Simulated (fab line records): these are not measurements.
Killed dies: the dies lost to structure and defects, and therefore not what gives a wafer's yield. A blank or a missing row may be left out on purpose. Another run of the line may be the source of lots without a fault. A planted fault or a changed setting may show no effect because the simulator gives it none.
Split-lot study	flow n5_finfet	7 lots, 39 wafers read, on a route of 1938 steps

== SPLIT DETAILS ==
At N5_MOL_CONTACT_COAG_ALD_133 (deposits SiO2, target thk 5 nm, pulse time 1 s, co reactant pulse time 1 s), the setting ald_cycles was moved away from the recipe's 35 on 15 of the 39 wafers read, by -34.3% to +51.4%. All remaining wafers had this setting at the recipe value.

The reading comes from the split's own step.

== THE READING ==
SiO2_of_MOL_CONTACT_COAG_ALD_133.thk_nm (the simulator's own value, which no gauge read), in nm, at N5_MOL_CONTACT_COAG_ALD_133 (deposits SiO2, target thk 5 nm, pulse time 1 s, co reactant pulse time 1 s). There is no usual value for it anywhere in the file.

wafer	tool, chamber at the split	ald_cycles as run	against the recipe	SiO2_of_MOL_CONTACT_COAG_ALD_133.thk_nm, nm	against lot-mates on the recipe
L074.1	ald_sin-01, 0,1,3,2,1,2	35	recipe	5	-
L074.2	ald_sin-01, 0,1,3,2,1,2	35	recipe	5	-
L074.3	ald_sin-01, 0,1,3,2,1,2	35	recipe	5	-
L074.4	ald_sin-01, 0,1,3,2,1,2	35	recipe	5	-
L074.5	ald_sin-01, 0,1,3,2,1,2	35	recipe	5	-
L074.6	ald_sin-01, 0,1,3,2,1,2	35	recipe	5	-
L075.1	ald_sin-01, 0,1,2	35	recipe	5	-
L075.2	ald_sin-01, 0,1,2	35	recipe	5	-
L075.4	ald_sin-01, 0,1,2	35	recipe	5	-
L075.3	ald_sin-01, 3,1,0	44	+25.7%	6.2	+1.2
L075.5	ald_sin-01, 3,1,0	44	+25.7%	6.2	+1.2
L075.6	ald_sin-01, 3,1,0	44	+25.7%	6.2	+1.2
L081.1	ald_sin-01, 2,1,3	35	recipe	5	-
L081.2	ald_sin-01, 2,1,3	35	recipe	5	-
L081.3	ald_sin-01, 2,1,3	35	recipe	5	-
L081.4	ald_sin-01, 0,3,0	23	-34.3%	3.2	-1.8
L081.5	ald_sin-01, 0,3,0	23	-34.3%	3.2	-1.8
L081.6	ald_sin-01, 0,3,0	23	-34.3%	3.2	-1.8
L086.1	ald_sin-03, 2,3,0	35	recipe	5	-
L086.3	ald_sin-03, 2,3,0	35	recipe	5	-
L086.4	ald_sin-03, 2,3,0	35	recipe	5	-
L089.1	ald_sin-03, 2,1,0	47	+34.3%	6.6	+1.6
L089.3	ald_sin-03, 2,1,0	47	+34.3%	6.6	+1.6
L089.4	ald_sin-03, 2,1,0	47	+34.3%	6.6	+1.6
L089.2	ald_sin-03, 3,2,3	35	recipe	5	-
L089.5	ald_sin-03, 3,2,3	35	recipe	5	-
L089.6	ald_sin-03, 3,2,3	35	recipe	5	-
L090.1	ald_sin-01, 0,2,3	35	recipe	5	-
L090.4	ald_sin-01, 0,2,3	35	recipe	5	-
L090.5	ald_sin-01, 0,2,3	35	recipe	5	-
L090.2	ald_sin-01, 1,3,2	53	+51.4%	7.6	+2.6
L090.3	ald_sin-01, 1,3,2	53	+51.4%	7.6	+2.6
L090.6	ald_sin-01, 1,3,2	53	+51.4%	7.6	+2.6
L093.1	ald_sin-01, 0,3,0	45	+28.6%	6.4	+1.4
L093.3	ald_sin-01, 0,3,0	45	+28.6%	6.4	+1.4
L093.6	ald_sin-01, 0,3,0	45	+28.6%	6.4	+1.4
L093.2	ald_sin-01, 2,1,3	35	recipe	5	-
L093.4	ald_sin-01, 2,1,3	35	recipe	5	-
L093.5	ald_sin-01, 2,1,3	35	recipe	5	-
If several chambers appear in one row, that row covers several wafers at once and the file leaves open which wafer was in which chamber.

FIT RESULTS
A straight line over all 39 wafers: SiO2_of_MOL_CONTACT_COAG_ALD_133.thk_nm changes by +0.05 nm for each +1% of ald_cycles; r = +1.00; the points scatter about the line by 0.043 nm.
The same after taking each lot's own level away (the mean of its wafers on the recipe; 39 wafers): +0.05 nm for each +1%; r = +1.00; scatter 0.043 nm.
The reading moves by 2.6 nm for the largest change in ald_cycles, on that fit.
The lots' own levels span 5.00 to 5.00 nm.
The two slopes agree, so the slope changes little with the lot-to-lot level.
Check: +2.54 nm against its lot-mates is what the line predicts for one of the wafers moved furthest among these (+51.4%) when that wafer is left out of the fit. Against them it came out at +2.6 nm.

== FURTHER SPLITS ON THESE WAFERS ==
Before the reading, these wafers also passed through other splits. Each is held against what the fit with the lots' levels taken away leaves over:
other split on the same wafers	wafers away from the commonest value	r with SiO2_of_MOL_CONTACT_COAG_ALD_133.thk_nm (lot level and that fit taken away)
N5_SD_EPI_P_EPI_21 time_s	12	-0.16
N5_HKMG_FIN_ALD_72 ald_cycles	18	+0.07

== THE FILE'S OWN FIT ==
SiO2_of_MOL_CONTACT_COAG_ALD_133.thk_nm changes by +0.0496 nm for each +1% of ald_cycles, r = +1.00.
